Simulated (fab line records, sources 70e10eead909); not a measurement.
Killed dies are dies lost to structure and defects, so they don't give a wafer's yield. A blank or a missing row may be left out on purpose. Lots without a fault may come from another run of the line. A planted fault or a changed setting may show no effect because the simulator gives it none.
fab line records | flow nand_harc | part 1 of 2: steps 1 to 22 of 27
record lots=5 wafers=15 last_day=28
route steps=1302 shown A_CHANNEL_HOLE_D2@572
lots that met no fault: from a run of the same line without faults
start_h: hours from the record's first day to the start of the lot's first wafer shown | wait_h: hours since the lot's step before | " the same as in the row above | L1.1+2: a row that stands for several wafers | - no value, or no start given | * or withheld: withheld | < > ~ a bound
route shown NAME@n: a module of which the file shows steps, and the number in the route of the first | usual: mean/standard deviation of fault-free wafers | same: alike in all rows | chamber/n: place in a boat | sites: the reading at each site | _std_site: their standard deviation | _edge_site: outer sites' mean less inner sites' | radius_mm: how far each site lies from the wafer's centre | mask NAME#n: copy n | behind: the tool/chamber that last shaped the wafer | hold: why the lot was held/for how many hours/how that ended | device: the transistor (n, p or np) that didn't switch | end of line: the same wafers' tests at the end of the route | a step without rows: its recipe alone | killed: dies lost to structure and defects at the first sort, not the wafer's yield | map: a wafer's dies, x killed, . not, _ none there
set.NAME: the setting as run; set.NAME@STEP: as run at that earlier step | model.NAME: the simulator's own value behind a step, which no gauge read
lots at some steps of the route; a table a step, a row a wafer
services: from which hour (start_h, from the record's first day; less than 0 if before it) a tool's chamber was out of use, for how many hours, and why
## steps
# step NHARC_A_CHANNEL_HOLE_D2_DEHYDRATE_02
# recipe temp_c=150 time_s=120
# columns lot.wafer tool chamber start_h wait_h
L074.1+2+3 litho_track-01 0 296.34 0.2
L076.1+3+6 litho_track-01 0 306.02 0.2
L079.3+5+6 litho_track-06 0 338.80 0.2
L082.2+4+5 litho_track-01 0 365.68 0.2
L084.1+3+4 litho_track-06 0 393.09 0.2
# step NHARC_A_CHANNEL_HOLE_D2_HMDS_03
# recipe time_s=30
# columns lot.wafer tool chamber start_h wait_h
L074.1+2+3 litho_track-01 0 - -
L076.1+3+6 litho_track-01 0 - -
L079.3+5+6 litho_track-06 0 - -
L082.2+4+5 litho_track-01 0 - -
L084.1+3+4 litho_track-06 0 - -
# step NHARC_A_CHANNEL_HOLE_D2_COAT_36
# recipe temp_c=260 time_s=75
# columns lot.wafer tool chamber start_h wait_h
L074.1+2+3 litho_track-01 0 - -
L076.1+3+6 litho_track-01 0 - -
L079.3+5+6 litho_track-06 0 - -
L082.2+4+5 litho_track-01 0 - -
L084.1+3+4 litho_track-06 0 - -
# step NHARC_A_CHANNEL_HOLE_D2_COAT_37
# recipe temp_c=225 time_s=65
# columns lot.wafer tool chamber start_h wait_h
L074.1+2+3 litho_track-01 0 - -
L076.1+3+6 litho_track-01 0 - -
L079.3+5+6 litho_track-06 0 - -
L082.2+4+5 litho_track-01 0 - -
L084.1+3+4 litho_track-06 0 - -
# step NHARC_A_CHANNEL_HOLE_D2_COAT_04
# recipe spin_rpm=1500 resist_thk_nm=90
# columns lot.wafer tool chamber start_h wait_h
L074.1+2+3 litho_track-01 0 - -
L076.1+3+6 litho_track-01 0 - -
L079.3+5+6 litho_track-06 0 - -
L082.2+4+5 litho_track-01 0 - -
L084.1+3+4 litho_track-06 0 - -
# step NHARC_A_CHANNEL_HOLE_D2_SOFTBAKE_05
# recipe temp_c=105 time_s=55
# columns lot.wafer tool chamber start_h wait_h
L074.1+2+3 litho_track-01 0 - -
L076.1+3+6 litho_track-01 0 - -
L079.3+5+6 litho_track-06 0 - -
L082.2+4+5 litho_track-01 0 - -
L084.1+3+4 litho_track-06 0 - -
# step NHARC_A_CHANNEL_HOLE_D2_EBR_06
# columns lot.wafer tool chamber start_h wait_h
L074.1+2+3 litho_track-01 0 - -
L076.1+3+6 litho_track-01 0 - -
L079.3+5+6 litho_track-06 0 - -
L082.2+4+5 litho_track-01 0 - -
L084.1+3+4 litho_track-06 0 - -
# step NHARC_A_CHANNEL_HOLE_D2_EXPOSE_07
# recipe na=1.35 target_cd_nm=100 sigma_outer=0.3 dose_mj=59.65 mask_id=HOLE_D2
# same na=1.35
# columns lot.wafer tool chamber start_h wait_h mask
L074.1+2+3 arfi_scanner-02 0 296.65 - HOLE_D2#0
L076.1+3+6 arfi_scanner-03 0 306.33 - HOLE_D2#0
L079.3+5+6 arfi_scanner-01 0 339.12 - HOLE_D2#0
L082.2+4+5 arfi_scanner-02 0 365.87 - HOLE_D2#0
L084.1+3+4 arfi_scanner-03 0 393.40 - HOLE_D2#0
# step NHARC_A_CHANNEL_HOLE_D2_PEB_08
# recipe peb_temp_c=100 peb_time_s=65
# columns lot.wafer tool chamber start_h wait_h
L074.1+2+3 litho_track-04 0 296.72 0.1
L076.1+3+6 litho_track-01 0 306.39 0.1
L079.3+5+6 litho_track-06 0 339.17 0.0
L082.2+4+5 litho_track-06 0 365.93 0.1
L084.1+3+4 litho_track-01 0 393.46 0.1
# step NHARC_A_CHANNEL_HOLE_D2_DEVELOP_09
# recipe develop_time_s=35 dev_temp_c=23
# columns lot.wafer tool chamber start_h wait_h
L074.1+2+3 litho_track-04 0 - -
L076.1+3+6 litho_track-01 0 - -
L079.3+5+6 litho_track-06 0 - -
L082.2+4+5 litho_track-06 0 - -
L084.1+3+4 litho_track-01 0 - -
# step NHARC_A_CHANNEL_HOLE_D2_CD_MEAS_10
# recipe target_cd_nm=100 landing_energy_ev=500
# usual cd_nm=100.0/0.44
# columns lot.wafer tool chamber start_h wait_h cd_nm
L074.1 cd_sem-01 0 296.80 - 100.1
L074.2 " 0 " " 100.6
L074.3 " 0 " " 100.5
L076.1 cd_sem-02 0 306.47 - 99.7
L076.3 " 0 " " 99.5
L076.6 " 0 " " 100.1
L079.3 cd_sem-02 0 339.26 - 100.2
L079.5 " 0 " " 100.2
L079.6 " 0 " " 100.6
L082.2 cd_sem-01 0 366.01 - 100.4
L082.4 " 0 " " 100.5
L082.5 " 0 " " 99.9
L084.1 cd_sem-01 0 393.54 - 99.4
L084.3 " 0 " " 99.2
L084.4 " 0 " " 99.5
# step NHARC_A_CHANNEL_HOLE_D2_OVL_MEAS_11
# usual overlay_x_nm=0.0/0.81 overlay_y_nm=-0.4/0.64
# columns lot.wafer tool chamber start_h wait_h overlay_x_nm overlay_y_nm
L074.1 overlay-01 - 296.88 - -1.3 -0.5
L074.2 " - " " -1.2 -0.7
L074.3 " - " " -0.7 -0.8
L076.1 overlay-02 - 306.56 - -1.2 -0.8
L076.3 " - " " -1.7 -0.5
L076.6 " - " " -1.5 -0.6
L079.3 overlay-01 - 339.34 - -0.2 -0.4
L079.5 " - " " -0.2 -1.0
L079.6 " - " " 0.1 -0.3
L082.2 overlay-01 - 366.09 - -0.6 0.2
L082.4 " - " " -1.1 -0.1
L082.5 " - " " -1.3 0.5
L084.1 overlay-02 - 393.63 - 1.1 -0.8
L084.3 " - " " 0.6 -0.1
L084.4 " - " " 0.8 -0.2
# step NHARC_A_CHANNEL_HOLE_D2_INSPECT_12
# usual raw_defect_count=30/23
# columns lot.wafer tool chamber start_h wait_h raw_defect_count
L074.1 defect_inspect-02 - 296.92 0.0 4
L074.2 " - " " 4
L074.3 " - " " 4
L076.1 defect_inspect-01 - 306.61 0.1 63
L076.3 " - " " 56
L076.6 " - " " 56
L079.3 defect_inspect-01 - 339.38 0.0 53
L079.5 " - " " 50
L079.6 " - " " 74
L082.2 defect_inspect-01 - 366.13 0.0 60
L082.4 " - " " 54
L082.5 " - " " 53
L084.1 defect_inspect-01 - 393.66 0.0 57
L084.3 " - " " 45
L084.4 " - " " 47
# step NHARC_A_CHANNEL_HOLE_D2_DESCUM_15
# recipe time_s=3 o2_flow_sccm=200 ar_flow_sccm=0 bias_power_w=0 chemistry=O2
# usual drypump_motor_current_A=5.8/0.49 oes_product_au=0.996/0.0071 rf_vpp_V=57.9/0.81 showerhead_plenum_p_Torr=1.91/0.079 throttle_valve_pct=11.311/0.0095
# columns lot.wafer tool chamber start_h wait_h drypump_motor_current_A oes_product_au rf_hours_counter_h rf_vpp_V showerhead_plenum_p_Torr throttle_valve_pct
L074.3 rie_diel-03 0 296.98 0.1 5.7 1.004 0.1 58.6 1.94 11.306
L074.1 " 2 " " 6.6 0.984 0.1 57.5 2.02 11.289
L074.2 " 3 " " 5.6 1.002 0.1 56.9 1.78 11.311
L076.3 rie_diel-03 1 306.67 0.1 4.7 0.998 0.9 58.2 2.00 11.325
L076.1 " 2 " " 6.6 0.986 0.8 58.0 2.02 11.305
L076.6 " 3 " " 5.6 0.996 - 57.6 1.78 11.322
L079.3 rie_diel-03 3 339.44 0.1 5.5 1.003 3.4 56.9 1.78 11.311
L079.6 " 3 " " 5.5 1.001 - 57.5 1.78 11.317
L079.5 " 2 " " 6.6 1.002 - 58.4 2.02 11.311
L082.4 rie_diel-13 1 366.19 0.1 6.1 1.001 1.1 57.9 1.93 11.319
L082.2 " 2 " " 5.2 0.998 1.7 57.3 1.79 11.314
L082.5 " 1 " " 6.1 0.994 - 58.7 1.93 11.306
L084.3 rie_diel-13 3 393.72 0.1 6.2 0.988 3.0 58.8 1.85 11.314
L084.4 " 0 " " 5.9 1.004 2.5 57.8 1.97 11.319
L084.1 " 2 " " 5.2 0.984 2.8 57.6 1.79 11.330
# step NHARC_A_CHANNEL_HOLE_D2_ETCH_38
# recipe target_depth_a=390 over_etch_frac=0.3 time_s=65 ion_energy_ev=80 cf4_flow_sccm=150 ar_flow_sccm=0 rf_w=300 bias_w=100 chemistry=CF4
# usual drypump_motor_current_A=5.8/0.46 oes_product_au=0.997/0.0079 rf_vpp_V=151.3/1.2 showerhead_plenum_p_Torr=1.76/0.067 throttle_valve_pct=13.284/0.0085
# columns lot.wafer tool chamber start_h wait_h drypump_motor_current_A oes_product_au rf_hours_counter_h rf_vpp_V showerhead_plenum_p_Torr throttle_valve_pct
L074.3 rie_diel-03 3 297.07 0.1 5.6 0.991 0.1 150.5 1.66 13.275
L074.2 " 1 " " 4.7 1.011 0.1 152.5 1.85 13.299
L074.1 " 2 " " 6.6 1.002 0.1 154.8 1.86 13.291
L076.1 rie_diel-03 3 306.77 0.1 5.5 0.999 0.9 149.5 1.66 13.283
L076.3 " 2 " " 6.6 0.992 0.8 153.1 1.86 13.289
L076.6 " 1 " " 4.7 1.002 - 151.9 1.85 13.310
L079.3 rie_diel-03 1 339.55 0.1 4.7 1.015 3.8 152.2 1.85 13.277
L079.5 " 3 " " 5.5 1.004 - 149.3 1.65 13.285
L079.6 " 2 " " 6.6 0.999 - 152.4 1.86 13.282
L082.4 rie_diel-13 1 366.27 0.1 6.1 0.989 1.2 150.3 1.78 13.283
L082.2 " 3 " " 6.2 0.985 2.1 149.8 1.71 13.293
L082.5 " 1 " " 6.1 0.995 - 153.1 1.78 13.287
L084.3 rie_diel-13 2 393.81 0.1 5.2 0.993 2.8 151.5 1.66 13.276
L084.1 " 3 " " 6.2 0.993 3.0 149.3 1.71 13.276
L084.4 " 1 " " 6.1 0.976 2.3 151.9 1.78 13.278
# step NHARC_A_CHANNEL_HOLE_D2_ETCH_39
# recipe target_depth_a=2600 over_etch_frac=0.3 time_s=325 ion_energy_ev=200 n2_flow_sccm=150 h2_flow_sccm=150 ar_flow_sccm=0 rf_w=400 bias_w=150 chemistry=N2/H2
# usual drypump_motor_current_A=5.8/0.48 oes_product_au=0.997/0.0079 rf_vpp_V=430.5/2.4 showerhead_plenum_p_Torr=2.04/0.086 throttle_valve_pct=14.171/0.0084
# columns lot.wafer tool chamber start_h wait_h drypump_motor_current_A oes_product_au rf_hours_counter_h rf_vpp_V showerhead_plenum_p_Torr throttle_valve_pct
L074.1 rie_diel-03 0 - - 5.8 1.007 0.2 431.4 2.07 14.171
L074.3 " 1 " " 4.7 1.012 0.2 434.5 2.14 14.177
L074.2 " 2 " " 6.6 0.995 0.2 435.0 2.16 14.172
L076.3 rie_diel-03 1 - - 4.7 1.001 1.0 433.6 2.14 14.159
L076.1 " 2 " " 6.6 0.993 0.9 432.9 2.16 14.162
L076.6 " 3 " " 5.5 0.994 - 426.4 1.90 14.168
L079.3 rie_diel-03 3 - - 5.5 1.006 3.5 427.1 1.90 14.166
L079.6 " 2 " " 6.6 1.011 - 433.6 2.16 14.178
L079.5 " 1 " " 4.7 1.005 - 432.8 2.14 14.153
L082.2 rie_diel-13 1 - - 6.1 1.004 1.2 431.1 2.06 14.174
L082.4 " 2 " " 5.2 0.992 1.8 427.2 1.90 14.178
L082.5 " 0 " " 5.9 0.992 - 432.3 2.10 14.166
L084.3 rie_diel-13 1 - - 6.1 0.989 2.3 429.8 2.06 14.174
L084.1 " 2 " " 5.3 0.989 2.8 426.1 1.90 14.189
L084.4 " 3 " " 6.2 0.984 3.1 428.4 1.97 14.168
# step NHARC_A_CHANNEL_HOLE_D2_ETCH_34
# recipe target_depth_a=1540 time_s=77 cf4_flow_sccm=100 chf3_flow_sccm=30 ar_flow_sccm=0 rf_w=500 bias_w=200 chemistry=CF4/CHF3
# usual drypump_motor_current_A=5.8/0.48 oes_product_au=0.951/0.022 rf_vpp_V=370.3/2.2 showerhead_plenum_p_Torr=1.57/0.062 throttle_valve_pct=16.802/0.0092
# columns lot.wafer tool chamber start_h wait_h drypump_motor_current_A oes_product_au rf_hours_counter_h rf_vpp_V showerhead_plenum_p_Torr throttle_valve_pct
L074.2 rie_diel-03 3 - - 5.5 0.974 0.3 365.9 1.47 16.809
L074.3 " 0 " " 5.8 0.971 0.3 371.4 1.59 16.816
L074.1 " 1 " " 4.7 0.965 0.3 372.0 1.64 16.794
L076.1 rie_diel-03 3 - - 5.5 0.965 1.1 368.0 1.47 16.798
L076.3 " 1 " " 4.7 0.968 1.1 372.6 1.64 16.798
L076.6 " 3 " " 5.5 0.957 - 366.4 1.47 16.807
L079.3 rie_diel-03 1 - - 4.7 0.927 4.0 373.3 1.64 16.792
L079.6 " 3 " " 5.6 0.925 - 367.5 1.47 16.811
L079.5 " 2 " " 6.6 0.923 - 373.1 1.66 16.805
L082.4 rie_diel-13 3 - - 6.2 0.969 2.3 369.6 1.52 16.803
L082.2 " 2 " " 5.2 0.957 1.8 366.8 1.48 16.796
L082.5 " 0 " " 5.9 0.965 - 372.8 1.62 16.803
L084.3 rie_diel-13 3 - - 6.2 0.948 3.2 369.6 1.52 16.801
L084.1 " 0 " " 5.9 0.951 2.7 371.0 1.62 16.797
L084.4 " 1 " " 6.1 0.973 2.5 370.5 1.59 16.809
# step NHARC_A_CHANNEL_HOLE_D2_ETCH_16
# recipe target_depth_a=31000 over_etch_frac=0.3 time_s=806 ion_energy_ev=150 o2_flow_sccm=400 cos_flow_sccm=20 ar_flow_sccm=0 rf_w=500 bias_w=300 chemistry=O2/COS
# usual drypump_motor_current_A=5.8/0.47 oes_product_au=0.997/0.0079 rf_vpp_V=314.0/1.8 showerhead_plenum_p_Torr=3.11/0.12 throttle_valve_pct=28.330/0.0088
# columns lot.wafer tool chamber start_h wait_h drypump_motor_current_A oes_product_au rf_hours_counter_h rf_vpp_V showerhead_plenum_p_Torr throttle_valve_pct
L074.3 rie_diel-03 3 - - 5.6 0.996 0.4 309.6 2.92 28.323
L074.2 " 1 " " 4.7 0.998 0.5 314.7 3.26 28.326
L074.1 " 2 " " 6.6 0.986 0.4 315.8 3.29 28.342
L076.1 rie_diel-03 1 - - 4.8 1.010 1.3 315.3 3.26 28.327
L076.3 " 2 " " 6.7 0.990 1.2 315.8 3.29 28.343
L076.6 " 3 " " 5.5 1.007 - 311.7 2.92 28.327
L079.3 rie_diel-03 3 - - 5.6 1.006 3.8 311.3 2.92 28.354
L079.6 " 1 " " 4.7 1.003 - 315.8 3.26 28.327
L079.5 " 2 " " 6.6 0.996 - 316.4 3.29 28.344
L082.2 rie_diel-13 2 - - 5.2 0.992 1.9 312.2 2.93 28.328
L082.4 " 0 " " 5.9 0.995 2.0 315.3 3.21 28.314
L082.5 " 1 " " 6.1 0.996 - 314.5 3.15 28.327
L084.1 rie_diel-13 3 - - 6.2 0.998 3.3 313.3 3.02 28.334
L084.4 " 1 " " 6.1 0.995 2.6 314.1 3.15 28.317
L084.3 " 2 " " 5.2 0.987 3.0 310.9 2.93 28.321
# step NHARC_A_CHANNEL_HOLE_D2_CD_MEAS_18
# usual cd_nm=99.2/1.5
# columns lot.wafer tool chamber start_h wait_h cd_nm
L074.1 cd_sem-01 - 298.21 - 99.6
L074.2 " - " " 99.7
L074.3 " - " " 98.8
L076.1 cd_sem-01 - 307.99 - 100.8
L076.3 " - " " 99.8
L076.6 " - " " 100.8
L079.3 cd_sem-03 - 340.75 - 100.3
L079.5 " - " " 101.3
L079.6 " - " " 102.3
L082.2 cd_sem-03 - 367.30 - 102.1
L082.4 " - " " 99.9
L082.5 " - " " 97.6
L084.1 cd_sem-02 - 394.83 - 99.4
L084.3 " - " " 100.6
L084.4 " - " " 99.6
# step NHARC_A_CHANNEL_HOLE_D2_ETCH_19
# recipe bias_v=1200 source_w=2500 pressure_mtorr=15 time_s=34.5 ar_flow_sccm=375 c4f8_flow_sccm=28.8 o2_flow_sccm=96.2 temp_c=-20 target_depth_a=* chemistry=C4F8/O2/Ar
# usual drypump_motor_current_A=5.4/0.37 showerhead_plenum_p_Torr=3.66/0.078 temp_c=-20.00/0.13 throttle_valve_pct=37.038/0.0087
# columns lot.wafer tool chamber start_h wait_h drypump_motor_current_A rf_hours_counter_h showerhead_plenum_p_Torr temp_c throttle_valve_pct
L074.1 har_etch-01 0 298.28 0.1 5.8 156 3.57 -19.96 37.008
L074.2 " 1 " " 4.9 156 3.74 -20.16 37.029
L074.3 " 0 " " 5.8 - 3.57 -19.79 37.038
L076.1 har_etch-02 0 308.06 0.1 5.7 367 3.67 -20.07 37.039
L076.3 " 1 " " 5.3 - 3.78 -19.99 37.036
L076.6 " 1 " " 5.3 - 3.78 -20.11 37.033
L079.3 har_etch-02 0 340.87 0.1 5.7 - 3.66 -19.81 37.046
L079.5 " 1 " " 5.3 - 3.77 -20.03 37.037
L079.6 " 0 " " 5.8 - 3.66 -19.84 37.044
L082.2 har_etch-01 1 367.52 0.2 4.9 198 3.71 -19.89 37.032
L082.4 " 0 " " 5.8 - 3.55 -20.00 37.035
L082.5 " 1 " " 4.9 - 3.71 -20.11 37.034
L084.1 har_etch-01 0 395.64 0.8 5.8 217 3.54 -19.76 37.037
L084.4 " 0 " " 5.8 - 3.54 -19.97 37.038
L084.3 " 1 " " 4.9 - 3.70 -19.74 37.037
# step NHARC_A_CHANNEL_HOLE_D2_ETCH_20
# recipe bias_v=3000 source_w=withheld pressure_mtorr=20 time_s=361.9 ar_flow_sccm=375 c4f8_flow_sccm=89.3 o2_flow_sccm=35.7 temp_c=-20 target_depth_a=16000 chemistry=C4F8/O2/Ar
# usual drypump_motor_current_A=5.4/0.37 showerhead_plenum_p_Torr=3.62/0.075 temp_c=-20.00/0.1 throttle_valve_pct=32.154/0.0087
# columns lot.wafer tool chamber start_h wait_h drypump_motor_current_A rf_hours_counter_h showerhead_plenum_p_Torr temp_c throttle_valve_pct
L074.1 har_etch-01 0 298.40 0.1 5.8 157 3.54 -20.01 32.167
L074.2 " 1 " " 4.9 157 3.69 -19.87 32.148
L074.3 " 0 " " 5.8 - 3.54 -20.05 32.155
L076.1 har_etch-02 0 308.18 0.1 5.7 367 3.63 -19.89 32.161
L076.3 " 1 " " 5.2 - 3.74 -20.01 32.163
L076.6 " 1 " " 5.3 - 3.74 -19.95 32.155
L079.3 har_etch-02 0 341.08 0.2 5.8 - 3.62 -20.08 32.147
L079.5 " 1 " " 5.3 - 3.73 -19.88 32.153
L079.6 " 0 " " 5.7 - 3.62 -19.87 32.146
L082.2 har_etch-01 1 367.67 0.1 4.9 198 3.67 -19.86 32.164
L082.4 " 0 " " 5.8 - 3.51 -20.13 32.151
L082.5 " 1 " " 4.9 - 3.67 -19.85 32.156
L084.1 har_etch-01 0 395.75 0.1 5.8 217 3.50 -20.00 32.158
L084.4 " 0 " " 5.8 - 3.50 -20.02 32.153
L084.3 " 1 " " 4.9 - 3.66 -20.12 32.151
# step NHARC_A_CHANNEL_HOLE_D2_ETCH_21
# recipe bias_v=3000 source_w=withheld pressure_mtorr=20 time_s=514.3 ar_flow_sccm=375 c4f8_flow_sccm=89.3 o2_flow_sccm=35.7 temp_c=-20 target_depth_a=16000 chemistry=C4F8/O2/Ar
# usual drypump_motor_current_A=5.4/0.37 showerhead_plenum_p_Torr=3.62/0.075 temp_c=-20.01/0.11 throttle_valve_pct=32.156/0.0089
# columns lot.wafer tool chamber start_h wait_h drypump_motor_current_A rf_hours_counter_h showerhead_plenum_p_Torr temp_c throttle_valve_pct
L074.1 har_etch-01 0 298.71 0.3 5.8 157 3.54 -19.88 32.148
L074.2 " 1 " " 4.8 157 3.69 -20.00 32.152
L074.3 " 0 " " 5.8 - 3.54 -20.12 32.168
L076.1 har_etch-02 0 308.49 0.3 5.7 367 3.63 -20.22 32.170
L076.3 " 1 " " 5.3 - 3.74 -19.97 32.148
L076.6 " 1 " " 5.3 - 3.74 -19.94 32.153
L079.3 har_etch-02 0 341.46 0.3 5.7 - 3.62 -19.93 32.166
L079.5 " 1 " " 5.3 - 3.72 -19.97 32.156
L079.6 " 0 " " 5.7 - 3.62 -20.05 32.163
L082.2 har_etch-01 1 368.00 0.3 4.9 199 3.67 -20.12 32.157
L082.4 " 0 " " 5.8 - 3.51 -19.94 32.166
L082.5 " 1 " " 4.9 - 3.67 -20.00 32.175
L084.1 har_etch-01 0 396.06 0.3 5.8 218 3.50 -20.07 32.166
L084.4 " 0 " " 5.8 - 3.50 -20.17 32.148
L084.3 " 1 " " 4.9 - 3.66 -20.11 32.168
